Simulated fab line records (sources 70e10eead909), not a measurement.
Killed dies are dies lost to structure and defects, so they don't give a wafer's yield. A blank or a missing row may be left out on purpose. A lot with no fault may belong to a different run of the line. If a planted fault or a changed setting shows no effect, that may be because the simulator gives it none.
Matching of chambers :: flow nand-harc :: NHARC_THIN_TSV_ETCH_44 on rie-diel-11 has 4 sister chambers
The step etches the open film in CF4/O2, target depth 1594.2 nm, time 797.1 s. 4 wafers are shown with their chamber, then 7 later ones without.

## WAFERS, EACH WITH ITS CHAMBER
wafer: L168.4
chamber: 1
rf-vpp-V (V): 788

wafer: L170.5
chamber: 2
rf-vpp-V (V): 804

wafer: L176.1
chamber: 0
rf-vpp-V (V): 797

wafer: L176.4
chamber: 3
rf-vpp-V (V): 801

## WAFERS MISSING THEIR CHAMBER
wafer: L176.6
rf-vpp-V (V): 789

wafer: L178.2
rf-vpp-V (V): 788

wafer: L178.3
rf-vpp-V (V): 800

wafer: L178.4
rf-vpp-V (V): 788

wafer: L177.1
rf-vpp-V (V): 801

wafer: L177.3
rf-vpp-V (V): 790

wafer: L177.6
rf-vpp-V (V): 799

## EACH ONE'S CHAMBER
wafer: L176.6
from the rows above: 1
in truth: 1

wafer: L178.2
from the rows above: 1
in truth: 1

wafer: L178.3
from the rows above: can't be placed: 3 or 0
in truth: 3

wafer: L178.4
from the rows above: 1
in truth: 1

wafer: L177.1
from the rows above: 3
in truth: 3

wafer: L177.3
from the rows above: 1
in truth: 1

wafer: L177.6
from the rows above: can't be placed: 0 or 3
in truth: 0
5 of 7 placed correctly. Not placeable from these rows: 2 (in 2, the candidates include the true chamber). Wrongly placed: 0.
How it was worked out, from the rows above alone: a wafer's distance from a chamber is the root of the sum, over the readings, of the square of ((its reading less the chamber's mean) divided by the reading's scatter). If the next closest chamber is less than 2 further off than the closest, the wafer can't be placed; otherwise it belongs to the closest. Each chamber's mean is taken over the wafers shown for it. The scatter: root of mean squared gap, hidden wafer to nearest shown wafer, with one shown wafer a chamber.
